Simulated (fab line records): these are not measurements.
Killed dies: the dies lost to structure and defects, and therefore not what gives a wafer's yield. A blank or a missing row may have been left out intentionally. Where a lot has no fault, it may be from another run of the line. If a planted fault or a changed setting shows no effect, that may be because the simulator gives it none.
Matching of chambers ; flow nand_harc ; NHARC_P_GATE_DESCUM_93 on rie_diel-03 has 4 sister chambers
The step chemistry O2, time 3 s. 4 wafers are shown with their chamber, then 9 later ones without.

== WAFERS PAIRED WITH THEIR CHAMBERS ==
wafer;chamber;showerhead_plenum_p_Torr (Torr)
L919.5;1;2.06
L922.1;3;1.83
L922.2;2;1.93
L922.3;0;1.87

== WAFERS WHOSE CHAMBER IS MISSING ==
wafer;showerhead_plenum_p_Torr (Torr)
L927.2;1.87
L927.3;2.05
L927.6;2.05
L926.1;1.83
L926.4;1.93
L926.5;1.87
L933.3;1.93
L933.5;1.83
L933.6;1.87

== CHAMBER TAKEN BY EACH ==
wafer;from the rows above;in truth
L927.2;0;0
L927.3;1;1
L927.6;1;1
L926.1;3;3
L926.4;2;2
L926.5;0;0
L933.3;2;2
L933.5;3;3
L933.6;0;0
Correctly placed: 9 of 9. Left unplaced by these rows: 0. 0 placed wrongly.
How it was worked out, from the rows above alone: a wafer's distance from a chamber is the root of the sum, over the readings, of the square of ((its reading less the chamber's mean) divided by the reading's scatter). If the next closest chamber is less than 2 further off than the closest, the wafer can't be placed; otherwise it belongs to the closest. A chamber's mean is the mean of its shown wafers. The scatter (one wafer shown for each chamber): square how far every hidden wafer sits from the nearest shown wafer, average those squares and take the square root.
